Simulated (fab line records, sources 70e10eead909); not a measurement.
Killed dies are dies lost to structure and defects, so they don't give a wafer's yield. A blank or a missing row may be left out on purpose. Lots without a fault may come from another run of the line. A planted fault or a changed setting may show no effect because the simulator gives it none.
A struck lot beside a sound one | flow nand_harc | 24 steps out of a route of 1159
Sound: wafers L138.1, L138.3, L138.5. Struck: wafers L154.2, L154.5, L154.6. The cause comes at the end.
At each step with rows: each side's tool, then ch and its chambers, then its first start. Under that, the readings that differ: sound wafers | struck wafers | difference of the means | sigmas: that difference in standard deviations of wafers without a fault.
alike: readings whose means differ by less than 2 such deviations, and words and numbers that are the same on both sides. not compared: withheld readings, readings that some wafer has no value for, bounds like >300 that may hide the same value, and numbers for which the record gives no deviation and whose values overlap.
The two part at a step that has a row with sigmas, a row that says differs or no value, or rows on one side only. Numbers that don't overlap but have no deviation are shown without sigmas and don't part them. A reading that every wafer of one side lacks parts them only if that side has two wafers or more.

first, 9 steps without rows for these wafers: NHARC_A_CHANNEL_HOLE_D1_DESCUM_15 (chemistry O2, time 3 s); NHARC_A_CHANNEL_HOLE_D1_ETCH_38 (etches the open film in CF4, target depth 39 nm, time 65 s); NHARC_A_CHANNEL_HOLE_D1_ETCH_39 (etches the open film in N2/H2, target depth 260 nm, time 325 s); NHARC_A_CHANNEL_HOLE_D1_ETCH_34 (etches the open film in CF4/CHF3, target depth 154 nm, time 77 s); NHARC_A_CHANNEL_HOLE_D1_ETCH_16 (etches the open film in O2/COS, target depth 3100 nm, time 806 s); NHARC_A_CHANNEL_HOLE_D1_ETCH_19 (etches the open film in C4F8/O2/Ar, time 34.5 s); NHARC_A_CHANNEL_HOLE_D1_ETCH_20 (etches the open film in C4F8/O2/Ar, time 361.9 s, target depth 1600 nm); NHARC_A_CHANNEL_HOLE_D1_ETCH_21 (etches the open film in C4F8/O2/Ar, time 514.3 s, target depth 1600 nm); NHARC_A_CHANNEL_HOLE_D1_ETCH_22 (etches the open film in C4F8/O2/Ar, time 666.7 s, target depth 1600 nm).
NHARC_A_CHANNEL_HOLE_D1_ETCH_23: etches the open film in C4F8/O2/Ar, time 819 s, target depth 1600 nm.
  sound on har_etch-02 ch 0,1, day 9 01:11; struck on har_etch-02 ch 0,1, day 12 12:42
  no value came back on the struck wafers for any of 5 readings (c4f8_flow_sccm (sccm), chamber_pressure_mTorr (mTorr) and others); on the sound wafers c4f8_flow_sccm (sccm) reads 89.64 89.85 89.41
  not compared: rf_hours_counter_h
then, 7 steps without rows for these wafers: NHARC_A_CHANNEL_HOLE_D1_ETCH_24 (etches the open film in C4F8/O2/Ar, time 906.2 s, target depth 1500 nm); NHARC_A_CHANNEL_HOLE_D1_ETCH_25 (etches the open film in C4F8/O2/Ar, time 1040.2 s, target depth 1500 nm); NHARC_A_CHANNEL_HOLE_D1_ETCH_26 (etches the open film in C4F8/O2/Ar, time 224.1 s, target depth 300 nm); NHARC_A_CHANNEL_HOLE_D1_ETCH_33 (etches the open film in C4F8/O2/Ar, time 90 s, target depth 400 nm); NHARC_A_CHANNEL_HOLE_D1_STRIP_41 (strips in N2/H2); NHARC_A_CHANNEL_HOLE_D1_STRIP_42 (strips in CF4/CHF3); NHARC_A_CHANNEL_HOLE_D1_STRIP_43 (strips in O2/COS).
NHARC_A_CHANNEL_HOLE_D1_ETCH_44: etches the open film in CF4/O2, target depth 140 nm, overetch 14 nm, time 77 s.
  sound on rie_diel-05 ch 2,3, day 9 04:29; struck on rie_diel-11 ch 0,1,2, day 12 15:53
  reading                            | sound             | struck            | difference | sigmas
  oes_product_au (a.u.)              | 1.004 1.028 1.019 | 0.955 0.985 1.006 | -0.035     | -2
  model.A_CHANNEL_HOLE_D1.cd_nm (nm) | 89.72 91 91.77    | 101.3 97.17 94.91 | +7.0       |
  alike: bias_w, cf4_flow_sccm, drypump_motor_current_A, rf_vpp_V, showerhead_plenum_p_Torr, throttle_valve_pct
  not compared: rf_hours_counter_h
then, 3 steps without rows for these wafers: NHARC_A_CHANNEL_HOLE_D1_STRIP_27 (strips in O2); NHARC_A_CHANNEL_HOLE_D1_PRECLEAN_28 (cleans in SC1); NHARC_A_CHANNEL_HOLE_D1_SRD_29.
NHARC_A_CHANNEL_HOLE_D1_CD_MEAS_30:
  sound on cd_sem-02, day 9 05:16; struck on cd_sem-03, day 12 16:40
  reading    | sound          | struck      | difference | sigmas
  cd_nm (nm) | 89.7 90.9 93.1 | 0.0 1.7 1.7 | -90.1      | -60
NHARC_A_CHANNEL_HOLE_D1_XSEM_31:
  sound on xsem-01 ch 0, day 9 05:22; struck on xsem-01 ch 0, day 12 16:46
  reading        | sound          | struck      | difference | sigmas
  bot_cd_nm (nm) | 75.0 75.9 77.8 | 0.7 2.0 1.7 | -74.8      | -53
  bow_nm (nm)    | 8.6 8.5 8.5    | 0.6 0.6 0.6 | -7.9       | -26
  alike: tilt_deg
-- the record jumps here: 11 days lie between the struck wafers' starts before and after (it left off in module A_CHANNEL_HOLE_D1 and takes up again in module END, whose first step shown is number 1159 of the route) --
NHARC_END_SORT_01:
  the record has rows for the struck wafers here (prober-01 ch 0, day 23 23:38) and none for the sound ones

WHERE THEY PART
First at NHARC_A_CHANNEL_HOLE_D1_ETCH_23; last, within this record, at NHARC_END_SORT_01.

WHY: what the simulator had put in
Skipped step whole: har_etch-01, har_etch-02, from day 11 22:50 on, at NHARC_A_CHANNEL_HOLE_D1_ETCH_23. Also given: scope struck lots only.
